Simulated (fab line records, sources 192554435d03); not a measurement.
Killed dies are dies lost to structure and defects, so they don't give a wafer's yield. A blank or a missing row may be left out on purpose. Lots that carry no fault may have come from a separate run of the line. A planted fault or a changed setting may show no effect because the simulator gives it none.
Problem report, 8D (eight disciplines) form, completed by code -- flow n5 finfet -- the parts of the form that need people (team, actions taken, sign-off) are left out

1. WHAT IS WRONG
N5_BEOL_M8_CVD_78, run length s: mean 166.6 s over 1 wafer from 1 lot; wafers with no fault: 164.5 s, standard deviation 0.48. Relative to the usual mean, that is a shift of +4.4 standard deviations.
The step: deposits Co from CCTBA/H2, target thk 2 nm, time 142.3 s.
First observed at day 11 07:48: wafer L391.2, on cvd co-01. Wafers with a number at this step in the record: 36, from 13 lots. Rule for "out" (also "out of limits"): further than 4 standard deviations from the usual mean. The rest of the wafers with a number are treated as sound.

2. WHAT THIS IS AND IS NOT
question,is,is not
which readings at this step,run length s,-
which lots,L391,"L387, L388, L389, L390, L393, L399, L401, L403, L405, L407, L408, L409"
which wafers of those lots,L391.2,L391.1
read on which tools,cvd co-01,cvd co-02
when,from day 11 07:48,"up to then (14 sound wafers); but 21 sound wafers of L399, L401, L403, L405, L407, L408, L409 came after"

3. SUSPECTS, AND WHAT RULES EACH OUT
Counting: if a tool at a process step up to the reading ran every lot that is out, it stays a suspect. Sound lots after the first of them don't rule it out here, since some wafers of a struck lot are sound.
- ald metal-03 at N5_BEOL_M8_ALD_77 (deposits TaN, target thk 2 nm, pulse time 2 s, purge time 3 s): kept. L391, the lot that is out, went through it at day 11 07:10; up to then, the latest sound lot through it was L387 at day 9 13:51.
- cvd co-01 at N5_BEOL_M8_CVD_78 (deposits Co from CCTBA/H2, target thk 2 nm, time 142.3 s): kept. L391, the lot that is out, went through it at day 11 07:48; up to then, the latest sound lot through it was L393 at day 11 05:27. Its own run length s readings are out on those wafers.
- Within ald metal-03 at N5_BEOL_M8_ALD_77: the wafers that are out ran in chamber 2; their sound lot-mates ran in chamber 0.
- Within cvd co-01 at N5_BEOL_M8_CVD_78: the wafers that are out ran in chamber 0; their sound lot-mates ran in chamber 1.
Left after counting: ald metal-03 at N5_BEOL_M8_ALD_77, cvd co-01 at N5_BEOL_M8_CVD_78.

4. THE CAUSE (what the simulator had put in)
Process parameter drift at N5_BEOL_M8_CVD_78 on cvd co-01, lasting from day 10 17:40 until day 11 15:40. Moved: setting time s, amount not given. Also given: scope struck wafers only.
Counting left 2 suspects, and this tool is among them.

5. THE CHAIN OF EFFECTS, in route order
Each row: a reading whose mean over the struck wafers that have a number lies more than 3 standard deviations from the usual. Readings are gone through only where the record gives a usual standard deviation; hours: the median, over the lots, of the time from a lot's start at the first step in this table giving one to that lot's start at this step; sigmas: the change measured in usual standard deviations.
hours,step,reading,usual,on struck wafers,change,sigmas
0,N5_BEOL_M8_CVD_78,run length s,164.5 s,166.6,+2.1,+4.4
Process steps it contains:
- N5_BEOL_M8_CVD_78: deposits Co from CCTBA/H2, target thk 2 nm, time 142.3 s.
At these later measuring or inspecting steps, every struck wafer for which the step has a row has a number for every such reading, and none has moved that far: N5_BEOL_M8_RS_MEAS_57.

6. HOW IT WOULD HAVE BEEN CAUGHT EARLIER
First out-of-limits reading in this record: day 11 07:48, which is 14 hours after fault onset at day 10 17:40.
